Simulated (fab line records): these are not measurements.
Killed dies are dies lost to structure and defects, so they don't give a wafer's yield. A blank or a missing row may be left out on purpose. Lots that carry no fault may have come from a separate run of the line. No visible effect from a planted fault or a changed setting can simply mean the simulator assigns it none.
Check for tools in common || flow n5 finfet || Sample size 10 lots and 30 wafers

WHY IT WAS OPENED
Flagged at N5_SD_EPI_N_CD_MEAS_09: reading cd nm, on 2 of 10 lots. Wafers without a fault read 120.0 nm, standard deviation 0.55.
Rule: a lot is flagged in two cases, either no wafer of it has a number, or all its wafers with numbers fall more than 4 standard deviations from that mean. All remaining lots are regarded as sound.

{"lot": "L799", "measured": "day 3 00:46", "on": "cd sem-02", "cd nm (nm), wafer by wafer": "120.4 120.4 119.8", "flag": ""}
{"lot": "L800", "measured": "day 3 05:49", "on": "cd sem-03", "cd nm (nm), wafer by wafer": "119.4 120.1 119.3", "flag": ""}
{"lot": "L802", "measured": "day 3 21:09", "on": "cd sem-01", "cd nm (nm), wafer by wafer": "119.7 119.6 119.0", "flag": ""}
{"lot": "L805", "measured": "day 4 10:50", "on": "cd sem-01", "cd nm (nm), wafer by wafer": "119.3 119.3 120.1", "flag": ""}
{"lot": "L806", "measured": "day 4 19:49", "on": "cd sem-01", "cd nm (nm), wafer by wafer": "120.4 119.1 120.0", "flag": ""}
{"lot": "L807", "measured": "day 5 06:54", "on": "cd sem-03", "cd nm (nm), wafer by wafer": "119.9 120.0 120.0", "flag": ""}
{"lot": "L811", "measured": "day 6 02:59", "on": "cd sem-01", "cd nm (nm), wafer by wafer": "120.1 120.0 120.5", "flag": ""}
{"lot": "L816", "measured": "day 7 08:52", "on": "cd sem-03", "cd nm (nm), wafer by wafer": "100.3 100.1 100.3", "flag": "FLAGGED"}
{"lot": "L819", "measured": "day 8 00:05", "on": "cd sem-02", "cd nm (nm), wafer by wafer": "104.8 103.5 104.7", "flag": "FLAGGED"}
{"lot": "L822", "measured": "day 8 18:37", "on": "cd sem-02", "cd nm (nm), wafer by wafer": "119.3 119.9 120.8", "flag": ""}
Average over the flagged lots: 102.3 nm; offset from the usual -17.7 nm, equal to -32 standard deviations.

WHICH TOOL EACH LOT WENT THROUGH
Before the reading, the record contains 4 process steps out of a 1938-step route. Read each cell as the tool, then ch plus the chambers that the sampled wafers visited, then the start.
{"lot": "L799", "flag": "", "N5_SPACER0_ALD_07": "ald sin-03 ch 0,1, day 2 23:56", "N5_SPACER0_ALD_00": "ald sin-03 ch 0,1, day 3 00:05", "N5_SPACER0_ALD_08": "ald sin-03 ch 0,1, day 3 00:20", "N5_SD_EPI_N_EXPOSE_06": "arfi scanner-02 ch 0, day 3 00:39"}
{"lot": "L800", "flag": "", "N5_SPACER0_ALD_07": "ald sin-04 ch 0,1,3, day 3 04:50", "N5_SPACER0_ALD_00": "ald sin-04 ch 0,1,3, day 3 05:00", "N5_SPACER0_ALD_08": "ald sin-04 ch 0,1,3, day 3 05:15", "N5_SD_EPI_N_EXPOSE_06": "arfi scanner-01 ch 0, day 3 05:41"}
{"lot": "L802", "flag": "", "N5_SPACER0_ALD_07": "ald sin-04 ch 0,3, day 3 20:11", "N5_SPACER0_ALD_00": "ald sin-04 ch 0,3, day 3 20:20", "N5_SPACER0_ALD_08": "ald sin-04 ch 0,3, day 3 20:35", "N5_SD_EPI_N_EXPOSE_06": "arfi scanner-01 ch 0, day 3 21:02"}
{"lot": "L805", "flag": "", "N5_SPACER0_ALD_07": "ald sin-04 ch 0,1,2, day 4 09:52", "N5_SPACER0_ALD_00": "ald sin-04 ch 0,1,2, day 4 10:01", "N5_SPACER0_ALD_08": "ald sin-04 ch 0,1,2, day 4 10:16", "N5_SD_EPI_N_EXPOSE_06": "arfi scanner-02 ch 0, day 4 10:43"}
{"lot": "L806", "flag": "", "N5_SPACER0_ALD_07": "ald sin-04 ch 1,2,3, day 4 18:51", "N5_SPACER0_ALD_00": "ald sin-04 ch 1,2,3, day 4 19:00", "N5_SPACER0_ALD_08": "ald sin-04 ch 1,2,3, day 4 19:16", "N5_SD_EPI_N_EXPOSE_06": "arfi scanner-03 ch 0, day 4 19:42"}
{"lot": "L807", "flag": "", "N5_SPACER0_ALD_07": "ald sin-04 ch 0,2,3, day 5 06:04", "N5_SPACER0_ALD_00": "ald sin-04 ch 0,2,3, day 5 06:13", "N5_SPACER0_ALD_08": "ald sin-04 ch 0,2,3, day 5 06:28", "N5_SD_EPI_N_EXPOSE_06": "arfi scanner-03 ch 0, day 5 06:47"}
{"lot": "L811", "flag": "", "N5_SPACER0_ALD_07": "ald sin-04 ch 1,2, day 6 02:01", "N5_SPACER0_ALD_00": "ald sin-04 ch 1,2, day 6 02:10", "N5_SPACER0_ALD_08": "ald sin-04 ch 1,2, day 6 02:25", "N5_SD_EPI_N_EXPOSE_06": "arfi scanner-03 ch 0, day 6 02:51"}
{"lot": "L816", "flag": "FLAGGED", "N5_SPACER0_ALD_07": "ald sin-03 ch 2,3, day 7 08:01", "N5_SPACER0_ALD_00": "ald sin-03 ch 2,3, day 7 08:10", "N5_SPACER0_ALD_08": "ald sin-03 ch 2,3, day 7 08:25", "N5_SD_EPI_N_EXPOSE_06": "arfi scanner-02 ch 0, day 7 08:44"}
{"lot": "L819", "flag": "FLAGGED", "N5_SPACER0_ALD_07": "ald sin-04 ch 0,1,3, day 7 23:07", "N5_SPACER0_ALD_00": "ald sin-04 ch 0,1,3, day 7 23:16", "N5_SPACER0_ALD_08": "ald sin-04 ch 0,1,3, day 7 23:31", "N5_SD_EPI_N_EXPOSE_06": "arfi scanner-02 ch 0, day 7 23:58"}
{"lot": "L822", "flag": "", "N5_SPACER0_ALD_07": "ald sin-03 ch 0,1, day 8 17:39", "N5_SPACER0_ALD_00": "ald sin-03 ch 0,1, day 8 17:49", "N5_SPACER0_ALD_08": "ald sin-03 ch 0,1, day 8 18:04", "N5_SD_EPI_N_EXPOSE_06": "arfi scanner-03 ch 0, day 8 18:30"}
These steps, and what they do:
- N5_SPACER0_ALD_07: deposits SiNx, target thk 2 nm.
- N5_SPACER0_ALD_00: deposits SiOCN, target thk 3.5 nm, pulse time 3 s, purge time 2 s.
- N5_SPACER0_ALD_08: deposits SiNx, target thk 2 nm.
- N5_SD_EPI_N_EXPOSE_06: exposes mask SD N BLK, target cd 120 nm.
- N5_SD_EPI_N_CD_MEAS_09: target cd 120 nm.

FLAGGED OVER TOTAL, TOOL BY TOOL (the gauges that took the reading come last)
{"step": "N5_SPACER0_ALD_07", "tool": "ald sin-03", "lots run": 3, "flagged": 1, "share of the flagged lots": "some", "sound lots run after its first flagged lot": "1 (L822)"}
{"step": "N5_SPACER0_ALD_07", "tool": "ald sin-04", "lots run": 7, "flagged": 1, "share of the flagged lots": "some", "sound lots run after its first flagged lot": 0}
{"step": "N5_SPACER0_ALD_00", "tool": "ald sin-03", "lots run": 3, "flagged": 1, "share of the flagged lots": "some", "sound lots run after its first flagged lot": "1 (L822)"}
{"step": "N5_SPACER0_ALD_00", "tool": "ald sin-04", "lots run": 7, "flagged": 1, "share of the flagged lots": "some", "sound lots run after its first flagged lot": 0}
{"step": "N5_SPACER0_ALD_08", "tool": "ald sin-03", "lots run": 3, "flagged": 1, "share of the flagged lots": "some", "sound lots run after its first flagged lot": "1 (L822)"}
{"step": "N5_SPACER0_ALD_08", "tool": "ald sin-04", "lots run": 7, "flagged": 1, "share of the flagged lots": "some", "sound lots run after its first flagged lot": 0}
{"step": "N5_SD_EPI_N_EXPOSE_06", "tool": "arfi scanner-01", "lots run": 2, "flagged": 0, "share of the flagged lots": "none", "sound lots run after its first flagged lot": "-"}
{"step": "N5_SD_EPI_N_EXPOSE_06", "tool": "arfi scanner-02", "lots run": 4, "flagged": 2, "share of the flagged lots": "all", "sound lots run after its first flagged lot": 0}
{"step": "N5_SD_EPI_N_EXPOSE_06", "tool": "arfi scanner-03", "lots run": 4, "flagged": 0, "share of the flagged lots": "none", "sound lots run after its first flagged lot": "-"}
{"step": "N5_SD_EPI_N_CD_MEAS_09", "tool": "cd sem-01", "lots run": 4, "flagged": 0, "share of the flagged lots": "none", "sound lots run after its first flagged lot": "-"}
{"step": "N5_SD_EPI_N_CD_MEAS_09", "tool": "cd sem-02", "lots run": 3, "flagged": 1, "share of the flagged lots": "some", "sound lots run after its first flagged lot": "1 (L822)"}
{"step": "N5_SD_EPI_N_CD_MEAS_09", "tool": "cd sem-03", "lots run": 3, "flagged": 1, "share of the flagged lots": "some", "sound lots run after its first flagged lot": 0}

WHAT THE TABLE ALLOWS
All flagged lots share 1 row of the table, namely arfi scanner-02 at N5_SD_EPI_N_EXPOSE_06.
- arfi scanner-02 at N5_SD_EPI_N_EXPOSE_06: 2 of its 4 lots flagged. Its last sound lot is L805 (day 4 10:43), its first flagged lot L816 (day 7 08:44): a fault that began between those two fits. Its own readings lie more than 4 standard deviations out on every wafer of the flagged lots: exposure dose mJ cm2.
One tool is left: arfi scanner-02 at N5_SD_EPI_N_EXPOSE_06.

WHAT HAD BEEN PUT IN BY THE SIMULATOR
Process parameters drifting: arfi scanner-02 at N5_SD_EPI_N_EXPOSE_06, beginning at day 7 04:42. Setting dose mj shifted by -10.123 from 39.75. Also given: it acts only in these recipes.
Lots struck among those shown: L816, L819. The rule above reached the same finding.
